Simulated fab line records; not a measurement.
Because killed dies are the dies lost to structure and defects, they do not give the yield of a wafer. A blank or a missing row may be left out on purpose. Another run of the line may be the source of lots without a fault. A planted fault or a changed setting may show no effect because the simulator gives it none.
Which tool did it? / flow nand_harc / 11 lots, 33 wafers sampled, at 6 steps of a route of 1302

## WHAT THE GAUGES READ, wafer by wafer
NHARC_A_CONTACT_INSPECT_71. Usual: raw_defect_count reads 83 (standard deviation 31).
lot=L693; measured=day 22 10:50; on=defect_inspect-02; raw_defect_count=67 72 73; flag=
lot=L694; measured=day 22 20:13; on=defect_inspect-01; raw_defect_count=104 107 98; flag=
lot=L697; measured=day 24 15:55; on=defect_inspect-01; raw_defect_count=114 115 106; flag=
lot=L699; measured=day 25 03:30; on=defect_inspect-02; raw_defect_count=73 90 80; flag=
lot=L698; measured=day 25 11:38; on=defect_inspect-01; raw_defect_count=103 131 130; flag=
lot=L703; measured=day 26 02:07; on=defect_inspect-01; raw_defect_count=80 80 71; flag=
lot=L700; measured=day 26 07:07; on=defect_inspect-02; raw_defect_count=76 81 97; flag=
lot=L704; measured=day 27 12:01; on=defect_inspect-01; raw_defect_count=124 121 135; flag=
lot=L710; measured=day 29 07:55; on=defect_inspect-01; raw_defect_count=935 61 63; flag=OFF
lot=L714; measured=day 31 00:26; on=defect_inspect-01; raw_defect_count=97 126 880; flag=OFF
lot=L715; measured=day 31 15:22; on=defect_inspect-01; raw_defect_count=91 93 91; flag=

NHARC_END_SORT_01. Usual: killed_at_array 58, standard deviation 17; killed_at_other 1.0, standard deviation 1.4; killed_at_periphery 3.6, standard deviation 2.4; killed_dies 62, standard deviation 17; killed_open 3.4, standard deviation 2; killed_short 2.2, standard deviation 1.6.
lot=L697; measured=day 27 03:26; on=prober-02; killed_at_array=58 64 69; killed_at_other=1 0 0; killed_at_periphery=3 6 3; killed_dies=62 70 72; killed_open=4 5 4; killed_short=0 5 3; flag=
lot=L698; measured=day 27 23:02; on=prober-02; killed_at_array=79 60 70; killed_at_other=2 0 1; killed_at_periphery=1 5 5; killed_dies=82 65 76; killed_open=8 2 1; killed_short=4 3 0; flag=
lot=L704; measured=day 30 03:17; on=prober-02; killed_at_array=78 74 79; killed_at_other=1 0 0; killed_at_periphery=1 4 4; killed_dies=80 78 83; killed_open=2 4 0; killed_short=1 2 5; flag=
lot=L710; measured=day 31 19:07; on=prober-02; killed_at_array=112 53 46; killed_at_other=0 1 1; killed_at_periphery=1 3 3; killed_dies=113 57 50; killed_open=2 3 0; killed_short=1 3 1; flag=
lot=L714; measured=day 33 09:22; on=prober-02; killed_at_array=58 61 117; killed_at_other=1 0 1; killed_at_periphery=3 0 2; killed_dies=62 61 120; killed_open=4 7 3; killed_short=5 0 1; flag=

## WHICH TOOL RAN EACH LOT (tool, then ch and the chambers of the sampled wafers, then the start)
lot=L693; NHARC_A_CONTACT_DEP_58=pecvd-01 ch 0,1,2, day 22 10:02; NHARC_A_CONTACT_ETCH_75=rie_diel-04 ch 1,3, day 22 11:00; NHARC_A_CONTACT_ETCH_77=rie_diel-04 ch 1,2,3, no start; NHARC_A_CONTACT_ETCH_78=rie_diel-04 ch 2,3, no start
lot=L694; NHARC_A_CONTACT_DEP_58=pecvd-03 ch 0,1,2, day 22 19:22; NHARC_A_CONTACT_ETCH_75=rie_diel-04 ch 0,1, day 22 20:22; NHARC_A_CONTACT_ETCH_77=rie_diel-04 ch 1,2,3, no start; NHARC_A_CONTACT_ETCH_78=rie_diel-04 ch 0,1,2, no start
lot=L697; NHARC_A_CONTACT_DEP_58=pecvd-02 ch 0,1, day 24 15:08; NHARC_A_CONTACT_ETCH_75=rie_diel-06 ch 0,2,3, day 24 16:04; NHARC_A_CONTACT_ETCH_77=rie_diel-06 ch 0,2,3, day 27 03:26 or earlier; NHARC_A_CONTACT_ETCH_78=rie_diel-06 ch 0,1,3, day 27 03:26 or earlier
lot=L699; NHARC_A_CONTACT_DEP_58=pecvd-02 ch 0,1, day 25 02:43; NHARC_A_CONTACT_ETCH_75=rie_diel-04 ch 0,3, day 25 03:39; NHARC_A_CONTACT_ETCH_77=rie_diel-04 ch 0,2,3, no start; NHARC_A_CONTACT_ETCH_78=rie_diel-04 ch 0,1,2, no start
lot=L698; NHARC_A_CONTACT_DEP_58=pecvd-02 ch 0,2, day 25 10:48; NHARC_A_CONTACT_ETCH_75=rie_diel-04 ch 0,3, day 25 11:47; NHARC_A_CONTACT_ETCH_77=rie_diel-04 ch 2,3, day 27 23:02 or earlier; NHARC_A_CONTACT_ETCH_78=rie_diel-04 ch 2,3, day 27 23:02 or earlier
lot=L703; NHARC_A_CONTACT_DEP_58=pecvd-03 ch 0,1,2, day 26 01:19; NHARC_A_CONTACT_ETCH_75=rie_diel-04 ch 0,1,3, day 26 02:16; NHARC_A_CONTACT_ETCH_77=rie_diel-04 ch 0,1,2, no start; NHARC_A_CONTACT_ETCH_78=rie_diel-04 ch 2,3, no start
lot=L700; NHARC_A_CONTACT_DEP_58=pecvd-02 ch 0,1,2, day 26 06:25; NHARC_A_CONTACT_ETCH_75=rie_diel-04 ch 0,1,2, day 26 07:17; NHARC_A_CONTACT_ETCH_77=rie_diel-04 ch 1,2, no start; NHARC_A_CONTACT_ETCH_78=rie_diel-04 ch 0,3, no start
lot=L704; NHARC_A_CONTACT_DEP_58=pecvd-03 ch 0,1, day 27 11:13; NHARC_A_CONTACT_ETCH_75=rie_diel-04 ch 2,3, day 27 12:09; NHARC_A_CONTACT_ETCH_77=rie_diel-04 ch 1,2,3, day 30 03:17 or earlier; NHARC_A_CONTACT_ETCH_78=rie_diel-04 ch 0,1,2, day 30 03:17 or earlier
lot=L710; NHARC_A_CONTACT_DEP_58=pecvd-03 ch 0,1,2, day 29 07:05; NHARC_A_CONTACT_ETCH_75=rie_diel-11 ch 0,2,3, day 29 08:04; NHARC_A_CONTACT_ETCH_77=rie_diel-11 ch 1,2,3, day 31 19:07 or earlier; NHARC_A_CONTACT_ETCH_78=rie_diel-11 ch 0,1,3, day 31 19:07 or earlier
lot=L714; NHARC_A_CONTACT_DEP_58=pecvd-03 ch 0,1,2, day 30 23:38; NHARC_A_CONTACT_ETCH_75=rie_diel-11 ch 0,3, day 31 00:35; NHARC_A_CONTACT_ETCH_77=rie_diel-11 ch 1,2, day 33 09:22 or earlier; NHARC_A_CONTACT_ETCH_78=rie_diel-11 ch 2,3, day 33 09:22 or earlier
lot=L715; NHARC_A_CONTACT_DEP_58=pecvd-02 ch 0,1, day 31 14:32; NHARC_A_CONTACT_ETCH_75=rie_diel-11 ch 0,2,3, day 31 15:31; NHARC_A_CONTACT_ETCH_77=rie_diel-11 ch 0,1,2, no start; NHARC_A_CONTACT_ETCH_78=rie_diel-11 ch 0,1,3, no start
- NHARC_A_CONTACT_DEP_58: deposits SiON, target thk 90 nm.
- NHARC_A_CONTACT_ETCH_75: etches the open film in CF4, target depth 39 nm, time 65 s.
- NHARC_A_CONTACT_ETCH_77: etches the open film in CF4/CHF3, target depth 108.9 nm, time 54.5 s.
- NHARC_A_CONTACT_ETCH_78: etches the open film in O2/COS, target depth 5300 nm, time 1378 s.

## WHAT THE TOOLS THEMSELVES READ (means of the sampled wafers that have a number; where no wafer has one, the mark that the record gives instead)
NHARC_A_CONTACT_DEP_58. Usual: heater_power_w reads 770 W (standard deviation 74).
lot=L693; tool=pecvd-01; heater_power_w (W)=710; flag=
lot=L694; tool=pecvd-03; heater_power_w (W)=845; flag=
lot=L697; tool=pecvd-02; heater_power_w (W)=742; flag=
lot=L699; tool=pecvd-02; heater_power_w (W)=803; flag=
lot=L698; tool=pecvd-02; heater_power_w (W)=769; flag=
lot=L703; tool=pecvd-03; heater_power_w (W)=811; flag=
lot=L700; tool=pecvd-02; heater_power_w (W)=776; flag=
lot=L704; tool=pecvd-03; heater_power_w (W)=790; flag=
lot=L710; tool=pecvd-03; heater_power_w (W)=776; flag=
lot=L714; tool=pecvd-03; heater_power_w (W)=747; flag=
lot=L715; tool=pecvd-02; heater_power_w (W)=718; flag=

NHARC_A_CONTACT_ETCH_75. Usual: drypump_motor_current_A 5.6 A, standard deviation 0.37; oes_product_au 1.004 a.u., standard deviation 0.0085; rf_vpp_V 151.7 V, standard deviation 1.1; showerhead_plenum_p_Torr 1.81 Torr, standard deviation 0.051; throttle_valve_pct 13.283 %, standard deviation 0.0092.
lot=L693; tool=rie_diel-04; drypump_motor_current_A (A)=5.4; oes_product_au (a.u.)=1.015; rf_vpp_V (V)=150.9; showerhead_plenum_p_Torr (Torr)=1.77; throttle_valve_pct (%)=13.285; flag=
lot=L694; tool=rie_diel-04; drypump_motor_current_A (A)=5.4; oes_product_au (a.u.)=1.012; rf_vpp_V (V)=151.9; showerhead_plenum_p_Torr (Torr)=1.79; throttle_valve_pct (%)=13.282; flag=
lot=L697; tool=rie_diel-06; drypump_motor_current_A (A)=5.7; oes_product_au (a.u.)=0.995; rf_vpp_V (V)=150.9; showerhead_plenum_p_Torr (Torr)=1.76; throttle_valve_pct (%)=13.287; flag=
lot=L699; tool=rie_diel-04; drypump_motor_current_A (A)=5.4; oes_product_au (a.u.)=1.004; rf_vpp_V (V)=151.9; showerhead_plenum_p_Torr (Torr)=1.82; throttle_valve_pct (%)=13.279; flag=
lot=L698; tool=rie_diel-04; drypump_motor_current_A (A)=5.4; oes_product_au (a.u.)=1.014; rf_vpp_V (V)=151.7; showerhead_plenum_p_Torr (Torr)=1.82; throttle_valve_pct (%)=13.285; flag=
lot=L703; tool=rie_diel-04; drypump_motor_current_A (A)=5.4; oes_product_au (a.u.)=1.004; rf_vpp_V (V)=150.8; showerhead_plenum_p_Torr (Torr)=1.80; throttle_valve_pct (%)=13.280; flag=
lot=L700; tool=rie_diel-04; drypump_motor_current_A (A)=5.3; oes_product_au (a.u.)=0.999; rf_vpp_V (V)=151.9; showerhead_plenum_p_Torr (Torr)=1.81; throttle_valve_pct (%)=13.286; flag=
lot=L704; tool=rie_diel-04; drypump_motor_current_A (A)=5.3; oes_product_au (a.u.)=1.006; rf_vpp_V (V)=151.3; showerhead_plenum_p_Torr (Torr)=1.80; throttle_valve_pct (%)=13.288; flag=
lot=L710; tool=rie_diel-11; drypump_motor_current_A (A)=5.9; oes_product_au (a.u.)=1.017; rf_vpp_V (V)=151.5; showerhead_plenum_p_Torr (Torr)=1.81; throttle_valve_pct (%)=13.280; flag=
lot=L714; tool=rie_diel-11; drypump_motor_current_A (A)=6.1; oes_product_au (a.u.)=1.001; rf_vpp_V (V)=151.5; showerhead_plenum_p_Torr (Torr)=1.80; throttle_valve_pct (%)=13.279; flag=
lot=L715; tool=rie_diel-11; drypump_motor_current_A (A)=5.9; oes_product_au (a.u.)=1.009; rf_vpp_V (V)=151.7; showerhead_plenum_p_Torr (Torr)=1.80; throttle_valve_pct (%)=13.292; flag=

NHARC_A_CONTACT_ETCH_77. Usual: drypump_motor_current_A 5.6 A, standard deviation 0.37; oes_product_au 0.938 a.u., standard deviation 0.02; rf_vpp_V 371.9 V, standard deviation 1.8; showerhead_plenum_p_Torr 1.61 Torr, standard deviation 0.046; throttle_valve_pct 16.802 %, standard deviation 0.0095.
lot=L693; tool=rie_diel-04; drypump_motor_current_A (A)=5.3; oes_product_au (a.u.)=0.933; rf_vpp_V (V)=371.7; showerhead_plenum_p_Torr (Torr)=1.60; throttle_valve_pct (%)=16.798; flag=
lot=L694; tool=rie_diel-04; drypump_motor_current_A (A)=5.3; oes_product_au (a.u.)=0.938; rf_vpp_V (V)=370.8; showerhead_plenum_p_Torr (Torr)=1.60; throttle_valve_pct (%)=16.804; flag=
lot=L697; tool=rie_diel-06; drypump_motor_current_A (A)=5.7; oes_product_au (a.u.)=0.920; rf_vpp_V (V)=370.2; showerhead_plenum_p_Torr (Torr)=1.56; throttle_valve_pct (%)=16.801; flag=
lot=L699; tool=rie_diel-04; drypump_motor_current_A (A)=5.3; oes_product_au (a.u.)=0.926; rf_vpp_V (V)=372.4; showerhead_plenum_p_Torr (Torr)=1.62; throttle_valve_pct (%)=16.805; flag=
lot=L698; tool=rie_diel-04; drypump_motor_current_A (A)=5.3; oes_product_au (a.u.)=0.928; rf_vpp_V (V)=371.8; showerhead_plenum_p_Torr (Torr)=1.61; throttle_valve_pct (%)=16.804; flag=
lot=L703; tool=rie_diel-04; drypump_motor_current_A (A)=5.3; oes_product_au (a.u.)=0.925; rf_vpp_V (V)=371.5; showerhead_plenum_p_Torr (Torr)=1.61; throttle_valve_pct (%)=16.798; flag=
lot=L700; tool=rie_diel-04; drypump_motor_current_A (A)=5.3; oes_product_au (a.u.)=0.982; rf_vpp_V (V)=371.0; showerhead_plenum_p_Torr (Torr)=1.59; throttle_valve_pct (%)=16.809; flag=
lot=L704; tool=rie_diel-04; drypump_motor_current_A (A)=5.3; oes_product_au (a.u.)=0.935; rf_vpp_V (V)=370.7; showerhead_plenum_p_Torr (Torr)=1.60; throttle_valve_pct (%)=16.808; flag=
lot=L710; tool=rie_diel-11; drypump_motor_current_A (A)=5.8; oes_product_au (a.u.)=0.937; rf_vpp_V (V)=371.9; showerhead_plenum_p_Torr (Torr)=1.62; throttle_valve_pct (%)=16.802; flag=
lot=L714; tool=rie_diel-11; drypump_motor_current_A (A)=5.9; oes_product_au (a.u.)=0.925; rf_vpp_V (V)=374.2; showerhead_plenum_p_Torr (Torr)=1.67; throttle_valve_pct (%)=16.807; flag=
lot=L715; tool=rie_diel-11; drypump_motor_current_A (A)=5.9; oes_product_au (a.u.)=0.922; rf_vpp_V (V)=373.0; showerhead_plenum_p_Torr (Torr)=1.66; throttle_valve_pct (%)=16.793; flag=

NHARC_A_CONTACT_ETCH_78. Usual: drypump_motor_current_A 5.6 A, standard deviation 0.36; oes_product_au 1.001 a.u., standard deviation 0.0077; rf_vpp_V 315.0 V, standard deviation 1.6; showerhead_plenum_p_Torr 3.18 Torr, standard deviation 0.092; throttle_valve_pct 28.330 %, standard deviation 0.0086.
lot=L693; tool=rie_diel-04; drypump_motor_current_A (A)=5.3; oes_product_au (a.u.)=1.002; rf_vpp_V (V)=315.1; showerhead_plenum_p_Torr (Torr)=3.20; throttle_valve_pct (%)=28.324; flag=
lot=L694; tool=rie_diel-04; drypump_motor_current_A (A)=5.3; oes_product_au (a.u.)=1.008; rf_vpp_V (V)=316.1; showerhead_plenum_p_Torr (Torr)=3.19; throttle_valve_pct (%)=28.321; flag=
lot=L697; tool=rie_diel-06; drypump_motor_current_A (A)=6.1; oes_product_au (a.u.)=0.995; rf_vpp_V (V)=313.8; showerhead_plenum_p_Torr (Torr)=3.08; throttle_valve_pct (%)=28.322; flag=
lot=L699; tool=rie_diel-04; drypump_motor_current_A (A)=5.3; oes_product_au (a.u.)=1.003; rf_vpp_V (V)=315.2; showerhead_plenum_p_Torr (Torr)=3.19; throttle_valve_pct (%)=28.338; flag=
lot=L698; tool=rie_diel-04; drypump_motor_current_A (A)=5.2; oes_product_au (a.u.)=1.004; rf_vpp_V (V)=315.1; showerhead_plenum_p_Torr (Torr)=3.21; throttle_valve_pct (%)=28.320; flag=
lot=L703; tool=rie_diel-04; drypump_motor_current_A (A)=5.3; oes_product_au (a.u.)=1.007; rf_vpp_V (V)=314.8; showerhead_plenum_p_Torr (Torr)=3.19; throttle_valve_pct (%)=28.337; flag=
lot=L700; tool=rie_diel-04; drypump_motor_current_A (A)=5.3; oes_product_au (a.u.)=1.006; rf_vpp_V (V)=315.3; showerhead_plenum_p_Torr (Torr)=3.19; throttle_valve_pct (%)=28.331; flag=
lot=L704; tool=rie_diel-04; drypump_motor_current_A (A)=5.3; oes_product_au (a.u.)=1.004; rf_vpp_V (V)=314.4; showerhead_plenum_p_Torr (Torr)=3.18; throttle_valve_pct (%)=28.339; flag=
lot=L710; tool=rie_diel-11; drypump_motor_current_A (A)=6.1; oes_product_au (a.u.)=1.007; rf_vpp_V (V)=315.1; showerhead_plenum_p_Torr (Torr)=3.20; throttle_valve_pct (%)=28.342; flag=
lot=L714; tool=rie_diel-11; drypump_motor_current_A (A)=5.6; oes_product_au (a.u.)=1.002; rf_vpp_V (V)=314.7; showerhead_plenum_p_Torr (Torr)=3.20; throttle_valve_pct (%)=28.335; flag=
lot=L715; tool=rie_diel-11; drypump_motor_current_A (A)=6.1; oes_product_au (a.u.)=1.002; rf_vpp_V (V)=315.1; showerhead_plenum_p_Torr (Torr)=3.20; throttle_valve_pct (%)=28.335; flag=

## THE ANSWER, worked out from the rows above alone
Rule: lot off if the mean of its wafers having a number is beyond 3 standard deviations from the usual mean. Also off: a lot with no number at a reading for which 4 or more lots have one. Where the step has rows for the other lots, those lots are counted as sound. After the gauges, taken in route order, come the tools' own readings; for these a lot's mean is taken, as printed above. The first step at which some lot is off is used, and at that step the reading that is off furthest; a lot without a number counts as furthest.
Off, at NHARC_A_CONTACT_INSPECT_71 on raw_defect_count: L710, L714.
If a tool, at a process step before that reading, ran all the lots that are off and no sound lot after the first of them, it fits. Those tools and the gauges at NHARC_A_CONTACT_INSPECT_71 are tried in the same way. One candidate fits, namely pecvd-03 at NHARC_A_CONTACT_DEP_58. A fault onset in the window from L704 (day 27 11:13, its last sound lot) to L710 (day 29 07:05, its first lot off) fits.

## WHAT THE SIMULATOR HAD INSERTED
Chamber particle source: pecvd-03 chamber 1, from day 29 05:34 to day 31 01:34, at NHARC_A_CONTACT_DEP_58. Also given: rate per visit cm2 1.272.
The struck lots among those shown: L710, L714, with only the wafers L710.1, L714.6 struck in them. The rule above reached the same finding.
